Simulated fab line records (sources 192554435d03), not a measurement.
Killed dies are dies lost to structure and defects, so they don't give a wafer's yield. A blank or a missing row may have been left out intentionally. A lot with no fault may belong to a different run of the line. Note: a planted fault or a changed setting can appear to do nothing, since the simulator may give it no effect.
Matching of chambers / flow n5Finfet / N5_SD_EPI_P_ETCH_37 on rieDiel-06: 4 sister chambers
The step etches SOC in N2/H2, overetch 108 nm, time 486 s. 36 wafers are shown with their chamber, then 12 later ones without.

WAFERS WITH THEIR CHAMBER
wafer=L079.1; chamber=3; throttleValvePct (%)=23.7; showerheadPlenumPTorr (Torr)=2.49; drypumpMotorCurrentA (A)=5.9
wafer=L079.3; chamber=2; throttleValvePct (%)=24.0; showerheadPlenumPTorr (Torr)=2.40; drypumpMotorCurrentA (A)=5.5
wafer=L079.4; chamber=1; throttleValvePct (%)=24.7; showerheadPlenumPTorr (Torr)=2.68; drypumpMotorCurrentA (A)=6.4
wafer=L080.2; chamber=1; throttleValvePct (%)=24.7; showerheadPlenumPTorr (Torr)=2.68; drypumpMotorCurrentA (A)=6.3
wafer=L080.5; chamber=1; throttleValvePct (%)=24.7; showerheadPlenumPTorr (Torr)=2.68; drypumpMotorCurrentA (A)=6.4
wafer=L080.6; chamber=2; throttleValvePct (%)=24.0; showerheadPlenumPTorr (Torr)=2.40; drypumpMotorCurrentA (A)=5.4
wafer=L082.2; chamber=1; throttleValvePct (%)=24.7; showerheadPlenumPTorr (Torr)=2.68; drypumpMotorCurrentA (A)=6.4
wafer=L082.4; chamber=2; throttleValvePct (%)=24.0; showerheadPlenumPTorr (Torr)=2.40; drypumpMotorCurrentA (A)=5.5
wafer=L082.5; chamber=3; throttleValvePct (%)=23.8; showerheadPlenumPTorr (Torr)=2.49; drypumpMotorCurrentA (A)=5.9
wafer=L085.2; chamber=1; throttleValvePct (%)=24.7; showerheadPlenumPTorr (Torr)=2.67; drypumpMotorCurrentA (A)=6.3
wafer=L085.3; chamber=3; throttleValvePct (%)=23.8; showerheadPlenumPTorr (Torr)=2.48; drypumpMotorCurrentA (A)=5.9
wafer=L085.4; chamber=2; throttleValvePct (%)=24.0; showerheadPlenumPTorr (Torr)=2.40; drypumpMotorCurrentA (A)=5.5
wafer=L087.1; chamber=3; throttleValvePct (%)=23.8; showerheadPlenumPTorr (Torr)=2.48; drypumpMotorCurrentA (A)=5.9
wafer=L087.2; chamber=0; throttleValvePct (%)=24.2; showerheadPlenumPTorr (Torr)=2.61; drypumpMotorCurrentA (A)=5.8
wafer=L087.3; chamber=2; throttleValvePct (%)=24.0; showerheadPlenumPTorr (Torr)=2.39; drypumpMotorCurrentA (A)=5.4
wafer=L087.4; chamber=1; throttleValvePct (%)=24.7; showerheadPlenumPTorr (Torr)=2.67; drypumpMotorCurrentA (A)=6.4
wafer=L087.5; chamber=1; throttleValvePct (%)=24.7; showerheadPlenumPTorr (Torr)=2.67; drypumpMotorCurrentA (A)=6.4
wafer=L087.6; chamber=2; throttleValvePct (%)=24.0; showerheadPlenumPTorr (Torr)=2.39; drypumpMotorCurrentA (A)=5.5
wafer=L089.1; chamber=2; throttleValvePct (%)=24.0; showerheadPlenumPTorr (Torr)=2.39; drypumpMotorCurrentA (A)=5.4
wafer=L089.2; chamber=1; throttleValvePct (%)=24.7; showerheadPlenumPTorr (Torr)=2.67; drypumpMotorCurrentA (A)=6.3
wafer=L089.3; chamber=0; throttleValvePct (%)=24.2; showerheadPlenumPTorr (Torr)=2.61; drypumpMotorCurrentA (A)=5.8
wafer=L089.4; chamber=3; throttleValvePct (%)=23.8; showerheadPlenumPTorr (Torr)=2.48; drypumpMotorCurrentA (A)=5.9
wafer=L089.5; chamber=0; throttleValvePct (%)=24.2; showerheadPlenumPTorr (Torr)=2.61; drypumpMotorCurrentA (A)=5.8
wafer=L089.6; chamber=1; throttleValvePct (%)=24.7; showerheadPlenumPTorr (Torr)=2.67; drypumpMotorCurrentA (A)=6.4
wafer=L090.2; chamber=0; throttleValvePct (%)=24.2; showerheadPlenumPTorr (Torr)=2.61; drypumpMotorCurrentA (A)=5.8
wafer=L090.3; chamber=2; throttleValvePct (%)=24.0; showerheadPlenumPTorr (Torr)=2.39; drypumpMotorCurrentA (A)=5.5
wafer=L090.5; chamber=0; throttleValvePct (%)=24.2; showerheadPlenumPTorr (Torr)=2.61; drypumpMotorCurrentA (A)=5.8
wafer=L092.2; chamber=0; throttleValvePct (%)=24.2; showerheadPlenumPTorr (Torr)=2.61; drypumpMotorCurrentA (A)=5.8
wafer=L092.4; chamber=3; throttleValvePct (%)=23.8; showerheadPlenumPTorr (Torr)=2.48; drypumpMotorCurrentA (A)=5.9
wafer=L092.5; chamber=2; throttleValvePct (%)=24.0; showerheadPlenumPTorr (Torr)=2.39; drypumpMotorCurrentA (A)=5.5
wafer=L094.1; chamber=2; throttleValvePct (%)=24.0; showerheadPlenumPTorr (Torr)=2.39; drypumpMotorCurrentA (A)=5.5
wafer=L094.2; chamber=3; throttleValvePct (%)=23.8; showerheadPlenumPTorr (Torr)=2.48; drypumpMotorCurrentA (A)=5.9
wafer=L094.3; chamber=0; throttleValvePct (%)=24.2; showerheadPlenumPTorr (Torr)=2.60; drypumpMotorCurrentA (A)=5.8
wafer=L094.4; chamber=0; throttleValvePct (%)=24.2; showerheadPlenumPTorr (Torr)=2.60; drypumpMotorCurrentA (A)=5.8
wafer=L094.5; chamber=2; throttleValvePct (%)=24.0; showerheadPlenumPTorr (Torr)=2.39; drypumpMotorCurrentA (A)=5.5
wafer=L094.6; chamber=3; throttleValvePct (%)=23.8; showerheadPlenumPTorr (Torr)=2.48; drypumpMotorCurrentA (A)=5.9

SIGNATURES (means of the wafers above)
reading=throttleValvePct; chamber 0=24.200; chamber 1=24.700; chamber 2=24.000; chamber 3=23.788; scatter within a chamber=0.0165
reading=showerheadPlenumPTorr; chamber 0=2.6075; chamber 1=2.6744; chamber 2=2.3936; chamber 3=2.4825; scatter within a chamber=0.00493
reading=drypumpMotorCurrentA; chamber 0=5.800; chamber 1=6.367; chamber 2=5.473; chamber 3=5.900; scatter within a chamber=0.0361
Rule: a wafer's distance from a chamber is the root of the sum, over the readings, of the square of ((its reading less the chamber's mean) divided by the reading's scatter). If the next closest chamber is less than 2 further off than the closest, the wafer can't be placed; otherwise it belongs to the closest. The scatter: the root of (the sum of the squares of (reading less its chamber's mean) over the shown wafers, divided by (wafers less chambers)).

WAFERS WHOSE CHAMBER IS MISSING
wafer=L095.1; throttleValvePct (%)=24.7; showerheadPlenumPTorr (Torr)=2.67; drypumpMotorCurrentA (A)=6.4
wafer=L095.4; throttleValvePct (%)=24.0; showerheadPlenumPTorr (Torr)=2.39; drypumpMotorCurrentA (A)=5.4
wafer=L095.6; throttleValvePct (%)=24.2; showerheadPlenumPTorr (Torr)=2.60; drypumpMotorCurrentA (A)=5.8
wafer=L096.1; throttleValvePct (%)=24.3; showerheadPlenumPTorr (Torr)=2.60; drypumpMotorCurrentA (A)=5.8
wafer=L096.2; throttleValvePct (%)=24.0; showerheadPlenumPTorr (Torr)=2.38; drypumpMotorCurrentA (A)=5.5
wafer=L096.3; throttleValvePct (%)=23.8; showerheadPlenumPTorr (Torr)=2.47; drypumpMotorCurrentA (A)=5.9
wafer=L096.4; throttleValvePct (%)=24.7; showerheadPlenumPTorr (Torr)=2.66; drypumpMotorCurrentA (A)=6.3
wafer=L096.5; throttleValvePct (%)=24.1; showerheadPlenumPTorr (Torr)=2.38; drypumpMotorCurrentA (A)=5.4
wafer=L096.6; throttleValvePct (%)=23.8; showerheadPlenumPTorr (Torr)=2.47; drypumpMotorCurrentA (A)=5.9
wafer=L097.3; throttleValvePct (%)=23.8; showerheadPlenumPTorr (Torr)=2.47; drypumpMotorCurrentA (A)=5.9
wafer=L097.5; throttleValvePct (%)=24.0; showerheadPlenumPTorr (Torr)=2.38; drypumpMotorCurrentA (A)=5.5
wafer=L097.6; throttleValvePct (%)=23.8; showerheadPlenumPTorr (Torr)=2.47; drypumpMotorCurrentA (A)=5.9

CHAMBER TAKEN BY EACH
wafer=L095.1; from the rows above=1; in truth=1
wafer=L095.4; from the rows above=2; in truth=2
wafer=L095.6; from the rows above=0; in truth=0
wafer=L096.1; from the rows above=0; in truth=0
wafer=L096.2; from the rows above=2; in truth=2
wafer=L096.3; from the rows above=3; in truth=3
wafer=L096.4; from the rows above=1; in truth=1
wafer=L096.5; from the rows above=2; in truth=2
wafer=L096.6; from the rows above=3; in truth=3
wafer=L097.3; from the rows above=3; in truth=3
wafer=L097.5; from the rows above=2; in truth=2
wafer=L097.6; from the rows above=3; in truth=3
Placed correctly: 12 of 12. Not placeable from these rows: 0. Wrongly placed: 0.
